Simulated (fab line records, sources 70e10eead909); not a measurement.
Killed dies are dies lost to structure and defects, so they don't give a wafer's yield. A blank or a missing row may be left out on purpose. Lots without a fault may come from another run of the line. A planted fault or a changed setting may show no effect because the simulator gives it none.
Which tool did it? | flow nand_harc | 24 lots, 72 wafers sampled, at 5 steps of a route of 1159

WHAT THE GAUGES READ, wafer by wafer
NHARC_A_CONTACT_INSPECT_23.
lot  | measured     | on                | raw_defect_count
L077 | day 17 12:07 | defect_inspect-02 | 288 253 321
L074 | day 17 20:57 | defect_inspect-01 | 299 660 292
L075 | day 17 21:09 | defect_inspect-02 | 312 311 281
L079 | day 17 21:41 | defect_inspect-01 | 269 363 357
L076 | day 17 22:26 | defect_inspect-01 | 425 595 395
L078 | day 17 23:11 | defect_inspect-01 | 346 409 266
L080 | day 18 13:25 | defect_inspect-01 | 422 353 379
L081 | day 19 00:10 | defect_inspect-02 | 447 337 413
L083 | day 19 00:55 | defect_inspect-01 | 287 398 428
L082 | day 19 02:17 | defect_inspect-02 | 796 505 567
L085 | day 19 18:17 | defect_inspect-02 | 312 461 483
L084 | day 19 18:49 | defect_inspect-02 | 422 493 546
L087 | day 20 01:22 | defect_inspect-01 | 372 364 526
L086 | day 20 02:32 | defect_inspect-02 | 476 356 479
L090 | day 20 19:53 | defect_inspect-02 | 593 555 463
L089 | day 21 03:52 | defect_inspect-01 | 460 346 538
L088 | day 21 06:39 | defect_inspect-01 | 246 291 352
L091 | day 21 08:10 | defect_inspect-02 | 322 422 494
L093 | day 21 14:22 | defect_inspect-01 | 589 509 422
L092 | day 21 19:53 | defect_inspect-01 | 320 343 516
L094 | day 22 14:19 | defect_inspect-02 | 351 350 243
L096 | day 22 14:28 | defect_inspect-01 | 418 363 439
L095 | day 22 17:03 | defect_inspect-01 | 435 401 504
L097 | day 22 18:55 | defect_inspect-02 | 439 481 423

NHARC_A_BLC_OVL_MEAS_11.
lot  | measured     | on         | overlay_x_nm (nm) | overlay_y_nm (nm)
L077 | day 17 12:43 | overlay-02 | -1.4 -0.7 -0.5    | 1.3 1.2 1.0
L074 | day 17 21:25 | overlay-02 | -1.1 -1.1 -1.6    | -0.5 0.3 -0.1
L075 | day 17 21:44 | overlay-01 | 0.2 0.0 -0.1      | 0.5 0.0 0.6
L079 | day 17 22:19 | overlay-02 | -0.3 -0.2 0.2     | 0.9 0.9 0.8
L076 | day 17 22:54 | overlay-02 | 0.4 0.6 0.9       | 0.6 0.7 0.8
L078 | day 17 23:47 | overlay-02 | -0.5 -0.3 -0.1    | -0.7 -0.6 -0.6
L080 | day 18 13:54 | overlay-02 | 0.0 0.7 0.0       | 1.4 1.3 1.4
L081 | day 19 00:39 | overlay-02 | -1.3 -0.8 -0.9    | 0.6 0.3 0.4
L083 | day 19 01:31 | overlay-02 | -1.2 -1.2 -0.7    | -0.5 0.3 0.1
L082 | day 19 02:55 | overlay-01 | -1.0 -0.8 -1.1    | 1.1 0.5 0.7
L085 | day 19 18:44 | overlay-01 | 0.8 0.3 0.7       | 2.3 1.8 2.3
L084 | day 19 19:24 | overlay-01 | -1.3 -1.1 -1.0    | 0.0 0.6 -0.6
L087 | day 20 01:59 | overlay-02 | -1.1 -0.7 -1.3    | -0.5 -0.4 -0.3
L086 | day 20 03:07 | overlay-02 | 0.4 0.0 0.6       | -0.2 0.3 0.4
L090 | day 20 20:29 | overlay-01 | -0.8 -0.6 -0.9    | -0.4 -0.2 -0.6
L089 | day 21 04:20 | overlay-02 | 0.3 0.0 0.5       | -0.4 -0.7 -0.7
L088 | day 21 07:15 | overlay-02 | 0.8 0.6 0.2       | -0.2 0.0 -0.1
L091 | day 21 08:46 | overlay-01 | 0.7 0.8 1.3       | 0.3 0.5 0.4
L093 | day 21 14:58 | overlay-01 | 0.6 0.3 0.6       | -0.7 -1.4 -1.1
L092 | day 21 20:21 | overlay-01 | 0.9 1.8 1.5       | -0.8 -0.4 -0.7
L094 | day 22 14:55 | overlay-02 | 0.4 -0.2 0.2      | -0.2 -1.4 -1.4
L096 | day 22 15:04 | overlay-01 | -1.3 -1.0 -1.7    | 0.8 0.4 0.9
L095 | day 22 17:31 | overlay-02 | 0.5 0.8 0.6       | 0.5 0.8 0.3
L097 | day 22 19:31 | overlay-01 | -0.1 0.3 0.2      | 0.0 -0.3 -0.6

NHARC_A_M0_THK_MEAS_24: measures by xrf.
lot  | measured     | on            | thk_nm (nm)
L077 | day 17 23:40 | film_metro-02 | 112.2 114.1 114.1
L074 | day 18 06:28 | film_metro-02 | 115.8 112.2 113.7
L075 | day 18 06:58 | film_metro-02 | 113.8 114.6 116.0
L079 | day 18 07:21 | film_metro-02 | 114.1 112.3 114.0
L076 | day 18 08:15 | film_metro-02 | 115.3 116.1 113.0
L078 | day 18 08:53 | film_metro-02 | 112.3 113.1 114.0
L080 | day 18 22:16 | film_metro-02 | 112.0 116.4 114.6
L081 | day 19 07:12 | film_metro-02 | 114.4 113.8 112.3
L083 | day 19 08:15 | film_metro-02 | 114.9 114.7 115.4
L082 | day 19 09:26 | film_metro-02 | 113.7 112.0 111.4
L085 | day 20 01:13 | film_metro-02 | 117.0 113.9 114.0
L084 | day 20 01:56 | film_metro-01 | 113.6 114.0 115.3
L087 | day 20 10:58 | film_metro-02 | 113.0 114.0 115.1
L086 | day 20 16:14 | film_metro-01 | 110.9 110.2 111.7
L090 | day 21 08:15 | film_metro-01 | 113.7 113.4 114.9
L089 | day 21 10:49 | film_metro-02 | 112.9 114.8 112.4
L088 | day 21 17:29 | film_metro-02 | 110.4 109.5 110.7
L091 | day 21 22:37 | film_metro-02 | 110.6 113.2 113.7
L093 | day 22 04:49 | film_metro-02 | 113.4 114.8 116.6
L092 | day 22 05:50 | film_metro-01 | 112.9 112.8 112.9
L094 | day 22 21:39 | film_metro-01 | 110.6 115.4 111.8
L096 | day 22 22:14 | film_metro-02 | 111.5 114.0 109.9
L095 | day 23 00:29 | film_metro-01 | 111.5 114.0 112.6
L097 | day 23 03:22 | film_metro-02 | 111.5 113.0 114.6

NHARC_A_M0_INSPECT_27.
lot  | measured     | on                | raw_defect_count
L077 | day 17 23:50 | defect_inspect-02 | 501 446 295
L074 | day 18 06:37 | defect_inspect-02 | 524 580 592
L075 | day 18 07:08 | defect_inspect-01 | 467 380 402
L079 | day 18 07:31 | defect_inspect-01 | 452 309 358
L076 | day 18 08:25 | defect_inspect-02 | 352 295 262
L078 | day 18 09:02 | defect_inspect-01 | 488 549 696
L080 | day 18 22:26 | defect_inspect-02 | 559 409 402
L081 | day 19 07:22 | defect_inspect-01 | 527 558 431
L083 | day 19 08:25 | defect_inspect-01 | 308 377 346
L082 | day 19 09:35 | defect_inspect-02 | 781 474 509
L085 | day 20 01:23 | defect_inspect-02 | 321 432 438
L084 | day 20 02:05 | defect_inspect-01 | 402 413 440
L087 | day 20 11:07 | defect_inspect-01 | 291 315 477
L086 | day 20 16:23 | defect_inspect-02 | 353 633 339
L090 | day 21 08:24 | defect_inspect-01 | 580 401 458
L089 | day 21 10:58 | defect_inspect-02 | 307 502 336
L088 | day 21 17:38 | defect_inspect-01 | 667 387 487
L091 | day 21 22:46 | defect_inspect-02 | 429 438 393
L093 | day 22 04:58 | defect_inspect-02 | 404 474 409
L092 | day 22 05:59 | defect_inspect-02 | 375 442 352
L094 | day 22 21:49 | defect_inspect-02 | 423 671 471
L096 | day 22 22:23 | defect_inspect-02 | 576 434 658
L095 | day 23 00:38 | defect_inspect-02 | 404 343 370
L097 | day 23 03:32 | defect_inspect-01 | 420 551 512

NHARC_A_M1_CD_MEAS_09: target cd 120 nm.
lot  | measured     | on        | cd_nm (nm)
L077 | day 18 01:12 | cd_sem-03 | 120.4 119.8 120.5
L074 | day 18 08:02 | cd_sem-02 | 118.7 120.2 120.0
L075 | day 18 08:44 | cd_sem-01 | 119.1 120.6 119.8
L079 | day 18 08:56 | cd_sem-03 | 120.4 120.3 120.8
L076 | day 18 09:40 | cd_sem-01 | 120.5 120.1 120.8
L078 | day 18 10:19 | cd_sem-03 | 120.1 120.4 120.1
L080 | day 18 23:55 | cd_sem-01 | 119.8 119.8 120.7
L081 | day 19 08:44 | cd_sem-02 | 121.1 120.7 120.4
L083 | day 19 09:56 | cd_sem-03 | 120.0 120.2 119.3
L082 | day 19 10:59 | cd_sem-03 | 118.9 120.8 119.8
L085 | day 20 02:41 | cd_sem-02 | 119.9 119.6 120.0
L084 | day 20 03:28 | cd_sem-01 | 121.3 120.6 120.2
L087 | day 20 12:30 | cd_sem-01 | 120.7 120.2 120.7
L086 | day 20 17:41 | cd_sem-02 | 120.4 119.8 119.5
L090 | day 21 09:40 | cd_sem-01 | 121.0 120.5 120.6
L089 | day 21 12:23 | cd_sem-03 | 121.3 121.2 120.5
L088 | day 21 19:01 | cd_sem-02 | 119.4 119.7 119.8
L091 | day 22 00:10 | cd_sem-02 | 121.0 119.9 120.8
L093 | day 22 06:25 | cd_sem-01 | 121.0 119.6 119.9
L092 | day 22 07:22 | cd_sem-02 | 120.8 120.1 120.0
L094 | day 22 23:13 | cd_sem-02 | 118.9 119.4 119.4
L096 | day 22 23:47 | cd_sem-01 | 120.0 120.0 120.0
L095 | day 23 02:02 | cd_sem-02 | 120.0 118.9 119.9
L097 | day 23 04:55 | cd_sem-02 | 120.6 120.8 120.5

WHICH TOOL RAN EACH LOT (tool, then ch and the chambers of the sampled wafers, then the start)
The record holds no process step before these readings.

WHAT THE TOOLS THEMSELVES READ (means of the sampled wafers that have a number; where no wafer has one, the mark that the record gives instead)
The record holds no such reading with a usual standard deviation.

THE ANSWER, worked out from the rows above alone
Rule: what is usual is taken from the lots themselves. Put in order of their means at a reading, lots are off if they are a third of the lots or fewer, leave a main group of 4 or more, and stand apart from it by a gap of 3 or more times the standard deviation of the main group's means; of several such gaps the widest counts. A main group whose means are all the same, to the digits that the tables above print for the reading, isn't used. A lot without any number at a reading at which 4 lots or more have one is off too. The other lots that the step has rows for count as sound. The gauges are gone through in route order, then the tools' own readings, and for those a lot's mean is taken as printed above. The first step at which some lot is off is used, and at that step the reading that is off furthest; a lot without a number counts as furthest.
No lot is off at any reading shown: from this, nothing can be told.

WHAT THE SIMULATOR HAD PUT IN
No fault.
